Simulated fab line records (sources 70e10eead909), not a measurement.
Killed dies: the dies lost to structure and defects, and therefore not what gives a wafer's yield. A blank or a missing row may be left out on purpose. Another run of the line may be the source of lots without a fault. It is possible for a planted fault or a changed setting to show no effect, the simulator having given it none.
Chamber matching    flow nand_harc    4 sister chambers for NHARC_A_STAIRCASE_ALD_420 on ald_hk-04
The step deposits SiO2, target thk 20 nm, pulse time 6 s, ald cycles 200. 8 wafers are shown with their chamber, then 8 later ones without.

## WAFERS WITH THEIR CHAMBER
wafer   chamber  heater_power_w (W)  precursor_pulse_height_rel
L083.4  0        483                 0.990
L083.6  2        451                 0.987
L085.3  3        446                 0.981
L085.6  3        444                 0.996
L089.3  1        546                 0.993
L089.4  0        499                 0.989
L089.5  2        448                 1.037
L090.1  1        549                 1.026

## WAFERS WITH NO CHAMBER GIVEN
wafer   heater_power_w (W)  precursor_pulse_height_rel
L090.5  479                 0.971
L090.6  433                 1.000
L092.2  550                 0.987
L092.3  455                 1.023
L092.5  441                 1.018
L094.2  538                 1.001
L094.5  431                 1.010
L094.6  461                 1.005

## THE CHAMBER EACH PASSED THROUGH
wafer   from the rows above      in truth
L090.5  0                        0
L090.6  can't be placed: 3 or 2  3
L092.2  1                        1
L092.3  can't be placed: 2 or 3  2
L092.5  can't be placed: 2 or 3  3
L094.2  1                        1
L094.5  can't be placed: 3 or 2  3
L094.6  can't be placed: 2 or 3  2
Correctly placed: 3 of 8. Cannot be placed on the basis of these rows: 5; the candidates contain the true chamber in 5. Placed wrongly: 0.
How it was worked out, from the rows above alone: a wafer's distance from a chamber is the root of the sum, over the readings, of the square of ((its reading less the chamber's mean) divided by the reading's scatter). If the next closest chamber is less than 2 further off than the closest, the wafer can't be placed; otherwise it belongs to the closest. Each chamber's mean is taken over the wafers shown for it. How the scatter is found: for the shown wafers, subtract from each reading the mean of its chamber, square and add these, divide the total by (wafers less chambers), then take the root.
